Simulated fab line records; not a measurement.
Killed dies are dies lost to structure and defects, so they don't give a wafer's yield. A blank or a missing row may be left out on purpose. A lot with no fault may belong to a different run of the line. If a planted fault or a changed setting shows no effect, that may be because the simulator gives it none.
Matching of chambers    flow n5 finfet    N5_SDB_STRIP_21 on rie diel-05: 4 sister chambers
The step strips in CF4. 4 wafers are shown with their chamber, then 8 later ones without.

WAFERS, EACH WITH ITS CHAMBER
wafer   chamber  showerhead plenum p Torr (Torr)
L081.2  3        1.76
L085.5  0        1.75
L085.6  1        1.78
L086.2  2        1.92

WAFERS WITH NO CHAMBER GIVEN
wafer   showerhead plenum p Torr (Torr)
L086.4  1.75
L086.5  1.78
L090.3  1.75
L090.4  1.92
L090.6  1.76
L095.1  1.91
L095.3  1.77
L095.5  1.77

EACH ONE'S CHAMBER
wafer   from the rows above           in truth
L086.4  can't be placed: 0 or 3       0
L086.5  1                             1
L090.3  can't be placed: 0 or 3       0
L090.4  2                             2
L090.6  can't be placed: 3 or 0       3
L095.1  2                             2
L095.3  can't be placed: 1 or 3 or 0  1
L095.5  can't be placed: 1 or 3 or 0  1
Correct placement for 3 of the 8. Can't be placed from these rows: 5 (the true chamber is among the candidates in 5). 0 placed wrongly.
How it was worked out, from the rows above alone: a wafer's distance from a chamber is the root of the sum, over the readings, of the square of ((its reading less the chamber's mean) divided by the reading's scatter). If the next closest chamber is less than 2 further off than the closest, the wafer can't be placed; otherwise it belongs to the closest. The mean given for a chamber averages the wafers shown for that chamber. The scatter: with one shown wafer a chamber, the root of the mean of the squares of how far each hidden wafer lies from its nearest shown one.
